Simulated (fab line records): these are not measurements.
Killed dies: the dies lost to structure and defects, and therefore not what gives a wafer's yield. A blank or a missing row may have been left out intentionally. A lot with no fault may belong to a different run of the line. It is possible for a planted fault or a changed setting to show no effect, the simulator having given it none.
Split-lot trial :: flow n5Finfet :: 21 wafers read from 7 lots, route of 1938 steps

ABOUT THE SPLIT
At N5_FIN_CUT_EXPOSE_05 (exposes mask FIN CUT), the setting doseMj was moved away from the recipe's 45.75 on 7 of the 21 wafers read, by -5.6% to +3.0%. For the rest of the wafers, this setting stayed at what the recipe calls for.

FROM THE SPLIT TO THE READING: what the file shows between them, 3 steps
- N5_FIN_CUT_PEB_06: peb time 60 s
- N5_FIN_CUT_DEVELOP_07: develop time 30 s
- N5_FIN_CUT_DESCUM_13: chemistry O2, time 7 s

THE READING
FIN_CUT.cdOffsetNm (the simulator's own value, which no gauge read), in nm, at N5_FIN_CUT_ETCH_30 (etches underlayer in N2/H2, target depth 13 nm, time 10.4 s). There is no usual value for it anywhere in the file. Here, 14 wafers ran the recipe; their average is 0.1 nm with a standard deviation of 0.14 nm.

wafer: L078.1
tool, chamber at the split: euvScanner-02, 0
doseMj as run: 45.75
against the recipe: recipe
FIN_CUT.cdOffsetNm, nm: 0.2
against lot-mates on the recipe: -

wafer: L078.3
tool, chamber at the split: euvScanner-02, 0
doseMj as run: 45.75
against the recipe: recipe
FIN_CUT.cdOffsetNm, nm: 0
against lot-mates on the recipe: -

wafer: L078.5
tool, chamber at the split: euvScanner-02, 0
doseMj as run: 43.18
against the recipe: -5.6%
FIN_CUT.cdOffsetNm, nm: -0.8
against lot-mates on the recipe: -0.9

wafer: L079.2
tool, chamber at the split: euvScanner-02, 0
doseMj as run: 43.91
against the recipe: -4.0%
FIN_CUT.cdOffsetNm, nm: -0.6
against lot-mates on the recipe: no lot-mate on the recipe

wafer: L079.6
tool, chamber at the split: euvScanner-02, 0
doseMj as run: 43.91
against the recipe: -4.0%
FIN_CUT.cdOffsetNm, nm: -0.6
against lot-mates on the recipe: no lot-mate on the recipe

wafer: L079.5
tool, chamber at the split: euvScanner-02, 0
doseMj as run: 43.91
against the recipe: -4.0%
FIN_CUT.cdOffsetNm, nm: -0.8
against lot-mates on the recipe: no lot-mate on the recipe

wafer: L081.3
tool, chamber at the split: euvScanner-01, 0
doseMj as run: 44.07
against the recipe: -3.7%
FIN_CUT.cdOffsetNm, nm: -0.6
against lot-mates on the recipe: -0.8

wafer: L081.4
tool, chamber at the split: euvScanner-01, 0
doseMj as run: 45.75
against the recipe: recipe
FIN_CUT.cdOffsetNm, nm: 0.2
against lot-mates on the recipe: -

wafer: L081.6
tool, chamber at the split: euvScanner-01, 0
doseMj as run: 44.07
against the recipe: -3.7%
FIN_CUT.cdOffsetNm, nm: -0.4
against lot-mates on the recipe: -0.6

wafer: L083.1
tool, chamber at the split: euvScanner-01, 0
doseMj as run: 45.75
against the recipe: recipe
FIN_CUT.cdOffsetNm, nm: 0.2
against lot-mates on the recipe: -

wafer: L083.2
tool, chamber at the split: euvScanner-01, 0
doseMj as run: 45.75
against the recipe: recipe
FIN_CUT.cdOffsetNm, nm: 0
against lot-mates on the recipe: -

wafer: L083.4
tool, chamber at the split: euvScanner-01, 0
doseMj as run: 45.75
against the recipe: recipe
FIN_CUT.cdOffsetNm, nm: 0
against lot-mates on the recipe: -

wafer: L086.2
tool, chamber at the split: euvScanner-01, 0
doseMj as run: 45.75
against the recipe: recipe
FIN_CUT.cdOffsetNm, nm: -0.2
against lot-mates on the recipe: -

wafer: L086.4
tool, chamber at the split: euvScanner-01, 0
doseMj as run: 45.75
against the recipe: recipe
FIN_CUT.cdOffsetNm, nm: 0
against lot-mates on the recipe: -

wafer: L086.6
tool, chamber at the split: euvScanner-01, 0
doseMj as run: 45.75
against the recipe: recipe
FIN_CUT.cdOffsetNm, nm: 0.2
against lot-mates on the recipe: -

wafer: L089.2
tool, chamber at the split: euvScanner-02, 0
doseMj as run: 45.75
against the recipe: recipe
FIN_CUT.cdOffsetNm, nm: 0
against lot-mates on the recipe: -

wafer: L089.4
tool, chamber at the split: euvScanner-02, 0
doseMj as run: 45.75
against the recipe: recipe
FIN_CUT.cdOffsetNm, nm: 0
against lot-mates on the recipe: -

wafer: L089.5
tool, chamber at the split: euvScanner-02, 0
doseMj as run: 45.75
against the recipe: recipe
FIN_CUT.cdOffsetNm, nm: 0
against lot-mates on the recipe: -

wafer: L091.1
tool, chamber at the split: euvScanner-01, 0
doseMj as run: 47.14
against the recipe: +3.0%
FIN_CUT.cdOffsetNm, nm: 0.6
against lot-mates on the recipe: +0.4

wafer: L091.2
tool, chamber at the split: euvScanner-01, 0
doseMj as run: 45.75
against the recipe: recipe
FIN_CUT.cdOffsetNm, nm: 0
against lot-mates on the recipe: -

wafer: L091.4
tool, chamber at the split: euvScanner-01, 0
doseMj as run: 45.75
against the recipe: recipe
FIN_CUT.cdOffsetNm, nm: 0.4
against lot-mates on the recipe: -

FIT RESULTS
A straight line over all 21 wafers: FIN_CUT.cdOffsetNm changes by +0.169 nm for each +1% of doseMj; r = +0.94; the points scatter about the line by 0.14 nm.
The same after taking each lot's own level away (the mean of its wafers on the recipe; 18 wafers): +0.166 nm for each +1%; r = +0.93; scatter 0.13 nm.
On that fit, the largest move of doseMj shifts the reading by 0.93 nm.
Measured against the standard deviation above, the lots' own levels, which go from 0.00 to 0.20 nm, span 1.4 times it.
The two slopes are in agreement: the lot-to-lot level therefore moves the slope only a little.
Check: -0.991 nm against its lot-mates is what the line predicts for one of the wafers moved furthest among these (-5.6%) when that wafer is left out of the fit. It came out at -0.9 nm against them.

THESE WAFERS: OTHER SPLITS
Note: prior to the reading, these wafers also went through further splits. Each is held against what the fit with the lots' levels taken away leaves over:
other split on the same wafers: N5_WELL_APT_COAT_02 spinRpm
wafers away from the commonest value: 3
r with FIN_CUT.cdOffsetNm (lot level and that fit taken away): +0.29

other split on the same wafers: N5_FIN_SAQP_PECVD_06 timeS
wafers away from the commonest value: 6
r with FIN_CUT.cdOffsetNm (lot level and that fit taken away): +0.22

other split on the same wafers: N5_FIN_SAQP_PEB_14 pebTimeS
wafers away from the commonest value: 4
r with FIN_CUT.cdOffsetNm (lot level and that fit taken away): -0.41

other split on the same wafers: N5_FIN_CUT_COAT_19 spinRpm
wafers away from the commonest value: 6
r with FIN_CUT.cdOffsetNm (lot level and that fit taken away): -0.05

THE FILE'S OWN FIT
FIN_CUT.cdOffsetNm changes by +0.163 nm for each +1% of doseMj, r = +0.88.
